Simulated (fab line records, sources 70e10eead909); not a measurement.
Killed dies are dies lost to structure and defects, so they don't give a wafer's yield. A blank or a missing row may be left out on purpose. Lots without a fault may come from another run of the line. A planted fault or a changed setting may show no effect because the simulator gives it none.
A struck lot beside a sound one | flow nand_harc | 26 steps out of a route of 1302
Sound: wafers L297.1, L297.5, L297.6. Struck: wafers L289.1, L289.2, L289.3. The cause comes at the end.
At each step with rows: each side's tool, then ch and its chambers, then its first start. Under that, the readings that differ: sound wafers | struck wafers | difference of the means | sigmas: that difference in standard deviations of wafers without a fault.
alike: readings whose means differ by less than 2 such deviations, and words and numbers that are the same on both sides. not compared: withheld readings, readings that some wafer has no value for, bounds like >300 that may hide the same value, and numbers for which the record gives no deviation and whose values overlap.
The two part at a step that has a row with sigmas, a row that says differs or no value, or rows on one side only. Numbers that don't overlap but have no deviation are shown without sigmas and don't part them. A reading that every wafer of one side lacks parts them only if that side has two wafers or more.

first, 1 step without rows for these wafers: NHARC_A_WL_FILL_CVD_23 (deposits poly-Si, target thk 40 nm, time 800 s).
NHARC_A_WL_FILL_ETCHBACK_26: etches the open film in HBr, target depth 52 nm, time 13.3 s.
  sound on rie_si-04 ch 2,3, day 28 11:50; struck on rie_si-04 ch 0,2,3, day 25 14:08
  alike: drypump_motor_current_A, oes_product_au, throttle_valve_pct
  not compared: rf_hours_counter_h
then, 2 steps without rows for these wafers: NHARC_A_WL_FILL_PRECLEAN_30 (cleans in dHF, time 10 s); NHARC_A_WL_FILL_SRD_14.
NHARC_A_WL_FILL_ALD_19: deposits TiN, target thk 2 nm, pulse time 3 s, ald cycles 100.
  sound on ald_metal-01 ch 0,1,2, day 28 12:09; struck on ald_metal-02 ch 0,1,3, day 25 14:26
  alike: heater_power_outer_w, heater_power_w, precursor_pulse_height_rel
NHARC_A_WL_FILL_CVD_20: deposits W, target thk 100 nm, time 74 s.
  sound on cvd_w-02 ch 0,1; struck on cvd_w-02 ch 0,1
  alike: heater_power_outer_w, heater_power_w, throttle_valve_pct
NHARC_A_WL_FILL_CMP_12: polishes, t overpolish 30 s, target thk 100 nm.
  sound on cmp-03 ch 0,3, day 28 12:28; struck on cmp-02 ch 0,2,3, day 25 14:49
  alike: motor_current_A, overpolish_run_s, time_to_endpoint_s
then, 1 step without rows for these wafers: NHARC_A_WL_FILL_SRD_31.
NHARC_A_WL_FILL_INSPECT_15:
  sound on defect_inspect-02, day 28 12:56; struck on defect_inspect-02, day 25 15:16
  alike: raw_defect_count
NHARC_A_CONTACT_DEP_24: deposits SiO2, target thk 500 nm.
  sound on pecvd-04 ch 0,1,2, day 28 13:08; struck on pecvd-04 ch 0,1,2, day 25 15:33
  alike: heater_power_outer_w, heater_power_w, mfc_precursor_sccm, throttle_valve_pct
then, 12 steps without rows for these wafers: NHARC_A_CONTACT_DEP_28 (deposits aC, target thk 7000 nm); NHARC_A_CONTACT_DEP_29 (deposits SiON, target thk 100 nm); NHARC_A_CONTACT_DEHYDRATE_32 (time 120 s); NHARC_A_CONTACT_HMDS_33 (time 30 s); NHARC_A_CONTACT_COAT_34 (time 75 s); NHARC_A_CONTACT_COAT_35 (time 65 s); NHARC_A_CONTACT_COAT_36 (resist thk 90 nm); NHARC_A_CONTACT_SOFTBAKE_37 (time 55 s); NHARC_A_CONTACT_EBR_38; NHARC_A_CONTACT_EXPOSE_39 (exposes mask A CC 3); NHARC_A_CONTACT_PEB_40 (peb time 65 s); NHARC_A_CONTACT_DEVELOP_41 (develop time 35 s).
NHARC_A_CONTACT_CD_MEAS_42: target cd 300 nm.
  sound on cd_sem-01 ch 0, day 28 18:35; struck on cd_sem-03 ch 0, day 25 23:57
  alike: cd_nm
NHARC_A_CONTACT_OVL_MEAS_43:
  sound on overlay-01, day 28 18:40; struck on overlay-01, day 26 00:02
  reading           | sound       | struck         | difference | sigmas
  overlay_y_nm (nm) | 1.0 1.6 1.4 | -0.4 -0.3 -0.3 | -1.7       | -2
  alike: overlay_x_nm
NHARC_A_CONTACT_DESCUM_47: chemistry O2, time 3 s.
  sound on rie_diel-02 ch 2,3, day 28 18:47; struck on rie_diel-02 ch 1,2,3, day 26 02:14
  reading | sound | struck                                                                     | difference                   | sigmas
  hold    | - - - | await_dispo/1.7h/release await_dispo/1.7h/release await_dispo/1.7h/release | no value on the sound wafers |
  alike: drypump_motor_current_A, oes_product_au, rf_vpp_V, showerhead_plenum_p_Torr, throttle_valve_pct
  not compared: rf_hours_counter_h
-- the record jumps here: 4 days lie between the struck wafers' starts before and after (it left off in module A_CONTACT and takes up again in module END, whose first step shown is number 1302 of the route) --
NHARC_END_SORT_01:
  the record has rows for the struck wafers here (prober-02 ch 0, day 30 03:49) and none for the sound ones

WHERE THEY PART
First at NHARC_A_CONTACT_OVL_MEAS_43; last, within this record, at NHARC_END_SORT_01.

WHY: what the simulator had put in
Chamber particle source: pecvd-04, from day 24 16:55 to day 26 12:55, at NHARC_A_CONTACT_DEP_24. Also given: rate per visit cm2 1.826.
